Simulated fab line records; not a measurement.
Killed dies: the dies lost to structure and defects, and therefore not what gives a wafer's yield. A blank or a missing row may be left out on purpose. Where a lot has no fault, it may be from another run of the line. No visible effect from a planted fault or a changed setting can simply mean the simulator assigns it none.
Struck lot and sound lot, side by side / flow n5Finfet / 14 steps out of a route of 1938
Sound: wafers L575.1, L575.5, L575.6. Struck: wafer L589.3; the same lot's L589.4 was not struck, so it is left out; see the end for the cause.
Order at every step that has rows: each side's tool, ch and its chambers, its first start. Under that, the readings that differ: sound wafers / struck wafers / difference of the means / sigmas: that difference in standard deviations of wafers without a fault.
alike: same words and numbers on both sides, and readings whose means sit less than 2 such deviations apart. not compared: any withheld reading, any reading some wafer has no value for, any bound like >300 that may hide the same value, and any number with overlapping values for which the record gives no deviation.
A row with sigmas, a row that says differs or no value, or rows on one side alone: a step with any of these is where the two part. Numbers that don't overlap but have no deviation are shown without sigmas and don't part them. A reading that every wafer of one side lacks parts them only if that side has two wafers or more.

first, 2 steps without rows for these wafers: N5_BEOL_M4_CO_CAP_55 (material Co, precursor CCTBA/H2, target thk 2 nm, time 102.1 s); N5_BEOL_M4_PRE_CLEAN_56 (time 15 s).
N5_BEOL_M4_DEP_57: deposits SiCN from 3MS/NH3, target thk 8 nm, time 14 s.
  sound on pecvd-04 ch 0,1,2, day 7 18:44; struck on pecvd-02 ch 0, day 11 09:41
reading=showerheadPlenumPTorr (Torr); sound=3.661 3.679 3.671; struck=3.631; difference=-0.039; sigmas=-3
  alike: throttleValvePct
N5_BEOL_M4_RS_MEAS_58: uses a four-point probe to measure.
  struck on filmMetro-02, day 11 09:45; sound on filmMetro-02, day 7 18:47
  alike: M4_RS
N5_BEOL_M4_INSPECT_59: inspects for defects (darkfield).
  struck on defectInspect-01, day 11 09:47; sound on defectInspect-02, day 7 18:49
  alike: rawDefectCount
N5_BEOL_M4_RC_MEAS_101:
  sound on prober-01 ch 0, day 7 18:50; struck on prober-01 ch 0, day 11 10:07
reading=ION_P (uA/um); sound=463 459 462; struck=475; difference=+14; sigmas=+2
reading=SS_P (mV/dec); sound=74.4 72.5 72.8; struck=74.5; difference=+1.3; sigmas=+2
  alike: DIBL_N, DIBL_P, IOFF_N, IOFF_P, ION_N, SS_N, VT_N, VT_P
N5_BEOL_M5_ILD_DEP_00: deposits SiCOH lowk from DEMS/porogen, target thk 140.64 nm, time 25.9 s.
  sound on pecvd-03 ch 0,1,2, day 7 19:49; struck on pecvd-01 ch 0, day 11 10:46
  alike: heaterPowerW, showerheadPlenumPTorr, throttleValvePct
N5_BEOL_M5_CURE_79: cures SiCOH lowk, time 240 s.
  sound on uvCure-03 ch 1, day 7 19:52; struck on uvCure-02 ch 0, day 11 10:59
  alike: lampPowerPct, wafer_temp_C_max
N5_BEOL_M5_THK_MEAS_01:
  struck on filmMetro-02, day 11 11:20; sound on filmMetro-01, day 7 20:52
  alike: M5_ILD_THK
N5_BEOL_M5_PECVD_70: deposits SiO2 from TEOS/O2, target thk 16 nm, time 18 s.
  sound on pecvd-03 ch 1,2, day 7 20:54; struck on pecvd-01 ch 0, day 11 11:22
reading=throttleValvePct (%); sound=21.3 21.4 22.0; struck=24.0; difference=+2.4; sigmas=+2
  alike: heaterPowerW, showerheadPlenumPTorr
N5_BEOL_M5_HM_DEP_02: deposits TiN, target thk 20 nm.
  struck on pvdSputter-02, day 11 11:53; sound on pvdSputter-02, day 7 22:35
reading=substrateTempC (C); sound=25.04 25.09 24.88; struck=25.23; difference=+0.23; sigmas=+2
  alike: throttleValvePct
then, 1 step without rows for these wafers: N5_BEOL_M5_COAT_59 (time 60 s, resist thk 60 nm).
N5_BEOL_M5_COAT_60: time 60 s, resist thk 12 nm.
  sound on lithoTrack-04 ch 0, day 7 22:43; struck on lithoTrack-05 ch 0, day 11 12:01
reading=runLengthS (s); sound=66.18 66.30 66.31; struck=80.24; difference=+13.98; sigmas=+99 or more
then, 1 step without rows for these wafers: N5_BEOL_M5_COAT_71 (time 60 s, resist thk 5 nm).

## WHERE THEY PART
First at N5_BEOL_M4_DEP_57; last, within this record, at N5_BEOL_M5_COAT_60.

WHY: what had been put in by the simulator
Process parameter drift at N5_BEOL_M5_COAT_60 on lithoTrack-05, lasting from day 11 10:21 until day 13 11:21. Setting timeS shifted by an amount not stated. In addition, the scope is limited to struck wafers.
